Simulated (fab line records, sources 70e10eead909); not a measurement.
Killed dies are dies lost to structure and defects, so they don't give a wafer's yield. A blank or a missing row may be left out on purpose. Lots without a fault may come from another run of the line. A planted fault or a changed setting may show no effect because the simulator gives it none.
A struck lot beside a sound one | flow nand_harc | 16 steps out of a route of 1302
Sound: wafers L222.1, L222.2, L222.3. Struck: wafers L230.2, L230.5, L230.6. The cause comes at the end.
At each step with rows: each side's tool, then ch and its chambers, then its first start. Under that, the readings that differ: sound wafers | struck wafers | difference of the means | sigmas: that difference in standard deviations of wafers without a fault.
alike: readings whose means differ by less than 2 such deviations, and words and numbers that are the same on both sides. not compared: withheld readings, readings that some wafer has no value for, bounds like >300 that may hide the same value, and numbers for which the record gives no deviation and whose values overlap.
The two part at a step that has a row with sigmas, a row that says differs or no value, or rows on one side only. Numbers that don't overlap but have no deviation are shown without sigmas and don't part them. A reading that every wafer of one side lacks parts them only if that side has two wafers or more.

NHARC_A_ONON_D2_THK_MEAS_08: measures by ellipsometry.
  sound on film_metro-02, day 16 00:17; struck on film_metro-01, day 19 03:35
  alike: thk_nm
then, 1 step without rows for these wafers: NHARC_A_ONON_D2_DEP_09 (target thk 1000 nm).
NHARC_A_ONON_D2_THK_MEAS_11: measures by ellipsometry.
  sound on film_metro-01, day 16 00:52; struck on film_metro-01, day 19 04:10
  alike: thk_nm
then, 1 step without rows for these wafers: NHARC_A_ONON_D2_DEP_12 (target thk 1000 nm).
NHARC_A_ONON_D2_THK_MEAS_14: measures by ellipsometry.
  sound on film_metro-02, day 16 01:25; struck on film_metro-01, day 19 04:44
  alike: thk_nm
then, 2 steps without rows for these wafers: NHARC_A_ONON_D2_ANNEAL_15 (time 3600 s); NHARC_A_ONON_D2_DEP_16 (target thk 1000 nm).
NHARC_A_ONON_D2_THK_MEAS_18: measures by ellipsometry.
  sound on film_metro-01, day 16 09:25; struck on film_metro-01, day 19 13:18
  reading     | sound          | struck      | difference | sigmas
  thk_nm (nm) | 1018 1017 1018 | 982 984 985 | -34        | -4
then, 1 step without rows for these wafers: NHARC_A_ONON_D2_DEP_19 (target thk 1000 nm).
NHARC_A_ONON_D2_THK_MEAS_21: measures by ellipsometry.
  sound on film_metro-01, day 16 09:59; struck on film_metro-02, day 19 13:52
  alike: thk_nm
then, 1 step without rows for these wafers: NHARC_A_ONON_D2_DEP_22 (target thk 1000 nm).
NHARC_A_ONON_D2_THK_MEAS_24: measures by ellipsometry.
  sound on film_metro-01, day 16 10:33; struck on film_metro-02, day 19 14:26
  alike: thk_nm
NHARC_A_ONON_D2_DEP_25: target thk 1000 nm.
  sound on pecvd_onon-01 ch 0, day 16 10:37; struck on pecvd_onon-03 ch 0, day 19 14:33
  reading              | sound          | struck         | difference | sigmas
  n2o_flow_sccm (sccm) | 2009 2014 2010 | 1995 1993 1996 | -16        | -3
NHARC_A_ONON_D2_THK_MEAS_27: measures by ellipsometry.
  sound on film_metro-02, day 16 11:07; struck on film_metro-01, day 19 15:00
  reading     | sound         | struck         | difference | sigmas
  thk_nm (nm) | 1000 999 1000 | 1490 1491 1492 | +491       | +51
then, 1 step without rows for these wafers: NHARC_A_ONON_D2_DEP_28 (target thk 1000 nm).
-- the record jumps here: 11 days lie between the struck wafers' starts before and after (it left off in module A_ONON_D2 and takes up again in module END, whose first step shown is number 1302 of the route) --
NHARC_END_SORT_01:
  the record has rows for the struck wafers here (prober-02 ch 0, day 31 02:17) and none for the sound ones

WHERE THEY PART
First at NHARC_A_ONON_D2_THK_MEAS_18; last, within this record, at NHARC_END_SORT_01.

WHY: what the simulator had put in
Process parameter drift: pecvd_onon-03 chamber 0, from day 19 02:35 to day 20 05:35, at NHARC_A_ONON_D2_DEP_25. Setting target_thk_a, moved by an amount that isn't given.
